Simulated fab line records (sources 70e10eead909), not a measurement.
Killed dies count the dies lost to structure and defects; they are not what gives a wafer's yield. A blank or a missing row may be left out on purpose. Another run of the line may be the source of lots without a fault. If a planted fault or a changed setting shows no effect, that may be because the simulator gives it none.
Struck lot and sound lot, side by side    flow nand harc    19 steps out of a route of 1302
Sound: the wafers L503.2, L503.4, L503.6. Struck: wafer L506.6 (L506.2, L506.5, from the same lot, were not struck and are left out); the cause is given at the end.
Order at every step that has rows: each side's tool, ch and its chambers, its first start. Under that, the readings that differ: sound wafers    struck wafers    difference of the means    sigmas: that difference in standard deviations of wafers without a fault.
alike: a reading whose means differ by less than 2 such deviations, as well as words and numbers matching on both sides. not compared: withheld readings; readings where some wafer has no value; bounds like >300 that might hide an equal value; numbers whose values overlap and for which the record gives no deviation.
Wherever a step has rows on one side only, a row that says differs or no value, or a row with sigmas, the two part there. Numbers that don't overlap but have no deviation are shown without sigmas and don't part them. A reading that every wafer of one side lacks parts them only if that side has two wafers or more.

first, 9 steps without rows for these wafers: NHARC_THIN_TSV_PVD_24 (deposits Al, target thk 800 nm); NHARC_THIN_TSV_DEHYDRATE_25 (time 120 s); NHARC_THIN_TSV_HMDS_26 (time 30 s); NHARC_THIN_TSV_COAT_27; NHARC_THIN_TSV_SOFTBAKE_28 (time 95 s); NHARC_THIN_TSV_EBR_29; NHARC_THIN_TSV_EXPOSE_30 (exposes mask PAD); NHARC_THIN_TSV_PEB_31 (peb time 85 s); NHARC_THIN_TSV_DEVELOP_32 (time 70 s).
NHARC_THIN_TSV_CD_MEAS_33: target cd 5000 nm.
  sound on cd sem-02 ch 0, day 26 13:16; struck on cd sem-02 ch 0, day 27 19:12
  alike: cd nm
then, 1 step without rows for these wafers: NHARC_THIN_TSV_HARDBAKE_34 (time 80 s).
NHARC_THIN_TSV_DESCUM_35: chemistry O2, time 3 s.
  sound on rie diel-03 ch 0,2, day 26 13:25; struck on rie diel-07 ch 1, day 27 19:22
  alike: drypump motor current A, oes product au, rf vpp V, showerhead plenum p Torr, throttle valve pct
  not compared: rf hours counter h
NHARC_THIN_TSV_ETCH_59: etches the open film in Cl2/BCl3, target depth 880 nm, time 138.1 s.
  sound on rie metal-01 ch 0,1, day 26 13:33; struck on rie metal-03 ch 0, day 27 19:31
reading                sound              struck  difference  sigmas
oes product au (a.u.)  0.993 0.998 0.992  1.369   +0.375      +27
  alike: drypump motor current A, throttle valve pct
  not compared: rf hours counter h
NHARC_THIN_TSV_ETCH_36: etches the open film in Cl2/BCl3, target depth 65 nm, time 18.571 s.
  sound on rie metal-01 ch 0,1, day 26 13:49; struck on rie metal-03 ch 1, day 27 19:44
reading                sound              struck  difference  sigmas
oes product au (a.u.)  1.010 0.995 0.994  1.039   +0.039      +3
  alike: drypump motor current A
  not compared: rf hours counter h
NHARC_THIN_TSV_STRIP_56: strips in O2.
  sound on plasma asher-01 ch 0,1, day 26 13:54; struck on plasma asher-01 ch 1, day 27 19:53
  alike: drypump motor current A, heater power w
  not compared: rf hours counter h
then, 1 step without rows for these wafers: NHARC_THIN_TSV_STRIP_57 (strips in post etch residue remover, time 1200 s).
NHARC_THIN_TSV_CD_MEAS_37:
  sound on cd sem-01, day 26 14:42; struck on cd sem-01, day 27 20:38
reading     sound           struck  difference  sigmas
cd nm (nm)  4997 5000 5009  4982    -20         -5
then, 1 step without rows for these wafers: NHARC_THIN_TSV_ANNEAL_58 (time 1800 s).
NHARC_END_SORT_01:
  the record has rows for the struck wafers here (prober-02 ch 0, day 28 07:50) and none for the sound ones

WHERE THEY PART
At NHARC_THIN_TSV_ETCH_59 first; at NHARC_END_SORT_01 last (within this record only).

WHY: whatever the simulator had introduced
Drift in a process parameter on rie metal-03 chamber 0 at NHARC_THIN_TSV_ETCH_59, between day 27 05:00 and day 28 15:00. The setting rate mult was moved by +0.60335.
